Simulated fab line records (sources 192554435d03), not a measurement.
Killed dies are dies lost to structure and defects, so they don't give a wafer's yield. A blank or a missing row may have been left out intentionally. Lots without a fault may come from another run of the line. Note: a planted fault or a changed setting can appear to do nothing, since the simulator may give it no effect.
The tool behind it: which one? ; flow n5-finfet ; 9 lots with 27 wafers sampled at 7 steps, on a route of 1938 steps

## WHAT EACH GAUGE READ, for each wafer
N5_BEOL_M8_INSPECT_30: inspects for defects (brightfield). Usual: 381 for raw-defect-count, sd 80.
lot;measured;on;raw-defect-count;flag
L362;day 10 12:32;defect-inspect-02;274 319 296;
L363;day 10 12:41;defect-inspect-01;327 372 266;
L369;day 12 09:11;defect-inspect-01;267 323 284;
L371;day 12 09:34;defect-inspect-02;347 320 454;
L374;day 13 05:07;defect-inspect-01;255 311 322;
L372;day 13 09:20;defect-inspect-01;434 357 502;
L377;day 13 14:45;defect-inspect-01;350 336 413;
L378;day 13 19:53;defect-inspect-01;370 380 352;
L382;day 15 10:23;defect-inspect-02;453 440 357;

N5_BEOL_M8_OCD_MEAS_38. Usual: 93.3 nm for trench-depth-nm, sd 1.3.
lot;measured;on;trench-depth-nm (nm);flag
L362;day 10 13:05;ocd-01;96.3 95.4 93.3;
L363;day 10 13:19;ocd-01;92.3 93.2 92.6;
L369;day 12 09:39;ocd-02;92.9 91.6 95.1;
L371;day 12 10:13;ocd-02;82.3 82.3 82.8;OFF
L374;day 13 05:42;ocd-02;83.5 82.7 83.8;OFF
L372;day 13 09:49;ocd-01;84.0 83.8 83.3;OFF
L377;day 13 15:13;ocd-01;95.1 92.9 94.0;
L378;day 13 20:28;ocd-01;92.9 93.2 94.0;
L382;day 15 10:59;ocd-01;96.1 91.8 93.6;

N5_BEOL_M8_THK_MEAS_53: measures by xrf. Usual: M8_THK typically reads 80.7 nm, with standard deviation 1.6.
lot;measured;on;M8_THK (nm);flag
L362;day 10 15:38;film-metro-02;84.1 82.5 81.3;
L363;day 10 15:55;film-metro-02;79.6 79.4 80.3;
L369;day 12 12:01;film-metro-02;80.3 77.7 81.7;
L371;day 12 13:10;film-metro-02;69.8 68.2 71.1;OFF
L374;day 13 09:10;film-metro-01;72.3 71.1 72.7;OFF
L372;day 13 14:21;film-metro-02;71.1 71.4 69.9;OFF
L377;day 13 19:16;film-metro-02;84.6 81.9 81.6;
L378;day 14 00:51;film-metro-01;81.8 82.4 82.2;
L382;day 15 13:38;film-metro-02;83.9 79.9 81.5;

N5_BEOL_M8_RS_MEAS_57: the measuring method here is four-point-probe. Usual: M8_RS typically reads 0.285 ohm/sq, with standard deviation 0.0064.
lot;measured;on;M8_RS (ohm/sq);flag
L362;day 10 15:46;film-metro-02;0.272 0.276 0.283;
L363;day 10 16:03;film-metro-01;0.289 0.289 0.284;
L369;day 12 12:11;film-metro-02;0.284 0.295 0.280;
L371;day 12 13:19;film-metro-02;0.338 0.346 0.332;OFF
L374;day 13 09:18;film-metro-02;0.325 0.330 0.325;OFF
L372;day 13 14:31;film-metro-02;0.329 0.323 0.335;OFF
L377;day 13 19:24;film-metro-01;0.272 0.282 0.283;
L378;day 14 00:59;film-metro-02;0.283 0.281 0.280;
L382;day 15 13:46;film-metro-01;0.271 0.286 0.281;

## WHAT TOOL EACH LOT RAN ON (gives the tool, then ch and the chambers of the sampled wafers, and finally the start)
lot;N5_BEOL_M8_DESCUM_33;N5_BEOL_M8_TRENCH_ETCH_37;N5_BEOL_M8_CURE_75
L362;rie-diel-02 ch 0,3, day 10 12:39;rie-diel-02 ch 0,3, day 10 12:55;uv-cure-01 ch 1, day 10 13:23
L363;rie-diel-01 ch 0,2,3, day 10 12:52;rie-diel-01 ch 0,2,3, day 10 13:08;uv-cure-02 ch 1, day 10 13:36
L369;rie-diel-05 ch 0,1,2, day 12 09:13;rie-diel-05 ch 0,1,2, day 12 09:29;uv-cure-02 ch 1, day 12 09:54
L371;rie-diel-01 ch 0,1,2, day 12 09:47;rie-diel-01 ch 0,1,2, day 12 10:03;uv-cure-01 ch 1, day 12 10:34
L374;rie-diel-01 ch 1,2,3, day 13 05:16;rie-diel-01 ch 1,2,3, day 13 05:32;uv-cure-01 ch 1, day 13 06:12
L372;rie-diel-01 ch 0,1,3, day 13 09:23;rie-diel-01 ch 0,1,3, day 13 09:40;uv-cure-02 ch 1, day 13 10:10
L377;rie-diel-05 ch 0,3, day 13 14:47;rie-diel-05 ch 0,3, day 13 15:04;uv-cure-03 ch 1, day 13 15:45
L378;rie-diel-02 ch 0,1,2, day 13 20:02;rie-diel-02 ch 0,1,2, day 13 20:19;uv-cure-01 ch 2, day 13 20:43
L382;rie-diel-05 ch 0,1, day 15 10:33;rie-diel-05 ch 0,1, day 15 10:49;uv-cure-02 ch 0, day 15 11:15
- N5_BEOL_M8_DESCUM_33: chemistry O2, time 7 s.
- N5_BEOL_M8_TRENCH_ETCH_37: etches SiCOH lowk in C4F6/O2, target depth 93.478 nm, time 31.2 s.
- N5_BEOL_M8_CURE_75: cures SiCOH lowk, time 120 s.

## AS READ BY THE TOOLS THEMSELVES (means over the sampled wafers that have a number; for cases with no such wafer, the mark the record gives instead)
N5_BEOL_M8_DESCUM_33. Usual: drypump-motor-current-A 5.7 A, standard deviation 0.48; oes-product-au 0.80 a.u., standard deviation 0.099; rf-vpp-V 243.1 V, standard deviation 1.4; showerhead-plenum-p-Torr 2.08 Torr, standard deviation 0.068; throttle-valve-pct 20.53 %, standard deviation 0.17.
lot;tool;drypump-motor-current-A (A);oes-product-au (a.u.);rf-vpp-V (V);showerhead-plenum-p-Torr (Torr);throttle-valve-pct (%);flag
L362;rie-diel-02;5.7;0.96;242.9;2.08;20.38;
L363;rie-diel-01;5.7;0.72;243.5;2.11;20.65;
L369;rie-diel-05;5.3;0.84;242.7;2.02;20.36;
L371;rie-diel-01;5.5;0.72;242.2;2.05;20.73;
L374;rie-diel-01;5.3;0.72;243.9;2.07;20.69;
L372;rie-diel-01;5.7;0.72;243.9;2.07;20.76;
L377;rie-diel-05;5.8;0.78;241.1;2.01;20.46;
L378;rie-diel-02;6.1;0.86;244.3;2.13;20.56;
L382;rie-diel-05;5.3;0.83;242.8;2.03;20.50;

N5_BEOL_M8_TRENCH_ETCH_37. Usual: O2_flow_sccm 9.999 sccm, standard deviation 0.03; drypump-motor-current-A 5.7 A, standard deviation 0.48; oes_f_703_au 0.80 a.u., standard deviation 0.097; oes-product-au 0.80 a.u., standard deviation 0.1; rf-fwd-power-W 340.1 W, standard deviation 1.5; rf-vpp-V 668 V, standard deviation 5.4; showerhead-plenum-p-Torr 2.83 Torr, standard deviation 0.091; throttle-valve-pct 21.00 %, standard deviation 0.18.
lot;tool;O2_flow_sccm (sccm);drypump-motor-current-A (A);oes_f_703_au (a.u.);oes-product-au (a.u.);rf-fwd-power-W (W);rf-vpp-V (V);showerhead-plenum-p-Torr (Torr);throttle-valve-pct (%);flag
L362;rie-diel-02;9.990;5.7;0.95;0.96;338.1;672;2.83;20.85;
L363;rie-diel-01;10.005;5.7;0.72;0.72;339.8;670;2.87;21.12;
L369;rie-diel-05;9.991;5.3;0.83;0.84;340.2;668;2.75;20.78;
L371;rie-diel-01;9.983;5.5;0.51;0.66;255.8;768;2.79;21.18;OFF
L374;rie-diel-01;9.982;5.4;0.52;0.67;257.9;773;2.83;21.17;OFF
L372;rie-diel-01;10.002;5.7;0.51;0.67;258.1;771;2.82;21.25;OFF
L377;rie-diel-05;9.996;5.8;0.76;0.78;341.3;668;2.74;20.97;
L378;rie-diel-02;9.983;6.1;0.86;0.86;340.8;667;2.88;21.02;
L382;rie-diel-05;10.006;5.4;0.82;0.83;341.5;671;2.75;20.88;

N5_BEOL_M8_CURE_75. Usual: lamp-power-pct 52.31 %, standard deviation 0.049; wafer_temp_C_max 371.9, standard deviation 0.73.
lot;tool;lamp-power-pct (%);wafer_temp_C_max;flag
L362;uv-cure-01;52.33;371.5;
L363;uv-cure-02;52.34;371.8;
L369;uv-cure-02;52.30;371.6;
L371;uv-cure-01;52.29;371.4;
L374;uv-cure-01;52.31;371.4;
L372;uv-cure-02;52.29;372.0;
L377;uv-cure-03;52.30;371.2;
L378;uv-cure-01;52.32;373.6;
L382;uv-cure-02;52.31;372.4;

## THE ANSWER, worked out from the rows above alone
Rule: lot off if the mean of its wafers having a number is beyond 3 standard deviations from the usual mean. A lot without any number at a reading at which 4 lots or more have one is off too. Where the step has rows for the other lots, those lots are counted as sound. The gauges are gone through in route order, then the tools' own readings, and for those a lot's mean is taken as printed above. At the first step where some lot is off, the reading lying furthest off is the one used; lots without a number count as furthest.
Off: L371, L374, L372 (N5_BEOL_M8_OCD_MEAS_38, trench-depth-nm).
If a tool, at a process step before that reading, ran all the lots that are off and no sound lot after the first of them, it fits. Not tried: the gauges at N5_BEOL_M8_OCD_MEAS_38; whatever is off there is also off at N5_BEOL_M8_THK_MEAS_53, on other tools, and gauge error can't account for it. One fits: rie-diel-01 at N5_BEOL_M8_DESCUM_33 and N5_BEOL_M8_TRENCH_ETCH_37. At N5_BEOL_M8_DESCUM_33 its last sound lot is L363 (day 10 12:52), its first lot that is off L371 (day 12 09:47): a fault that began between those two fits.

## WHAT THE SIMULATOR PUT IN
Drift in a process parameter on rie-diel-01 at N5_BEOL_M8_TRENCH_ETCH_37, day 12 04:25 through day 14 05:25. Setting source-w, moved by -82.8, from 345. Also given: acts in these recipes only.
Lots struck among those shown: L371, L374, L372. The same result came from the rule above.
